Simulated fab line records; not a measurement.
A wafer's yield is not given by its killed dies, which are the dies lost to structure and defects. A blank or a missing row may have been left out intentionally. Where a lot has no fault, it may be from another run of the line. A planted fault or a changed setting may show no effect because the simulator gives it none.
Matching of chambers | flow n5-finfet | N5_BEOL_M14_DESCUM_15 on rie-diel-05 has 4 sister chambers
The step chemistry O2, time 7.9 s. 8 wafers are shown with their chamber, then 7 later ones without.

## EACH WAFER AND ITS CHAMBER
wafer  | chamber | showerhead-plenum-p-Torr (Torr) | throttle-valve-pct (%)
L265.4 | 1       | 2.09                            | 20.35
L265.5 | 3       | 2.05                            | 20.64
L267.2 | 0       | 2.01                            | 20.34
L267.5 | 3       | 2.05                            | 20.65
L268.3 | 1       | 2.08                            | 20.36
L268.5 | 2       | 2.20                            | 20.31
L275.2 | 2       | 2.20                            | 20.31
L275.3 | 0       | 2.00                            | 20.33

## WAFERS WHOSE CHAMBER IS MISSING
wafer  | showerhead-plenum-p-Torr (Torr) | throttle-valve-pct (%)
L275.4 | 2.08                            | 20.39
L280.3 | 2.19                            | 20.35
L280.4 | 2.03                            | 20.68
L280.5 | 2.03                            | 20.70
L287.1 | 2.03                            | 20.70
L287.2 | 2.00                            | 20.36
L287.5 | 2.00                            | 20.36

## THE CHAMBER EACH PASSED THROUGH
wafer  | from the rows above | in truth
L275.4 | 1                   | 1
L280.3 | 2                   | 2
L280.4 | 3                   | 3
L280.5 | 3                   | 3
L287.1 | 3                   | 3
L287.2 | 0                   | 0
L287.5 | 0                   | 0
Correct placement for 7 of the 7. Not placeable from these rows: 0. Number placed wrongly: 0.
How it was worked out, from the rows above alone: a wafer's distance from a chamber is the root of the sum, over the readings, of the square of ((its reading less the chamber's mean) divided by the reading's scatter). If the next closest chamber is less than 2 further off than the closest, the wafer can't be placed; otherwise it belongs to the closest. A chamber's mean is the mean of its shown wafers. The scatter is the square root of a quotient: the sum, over the shown wafers, of each reading's squared deviation from its chamber's mean, divided by wafers minus chambers.
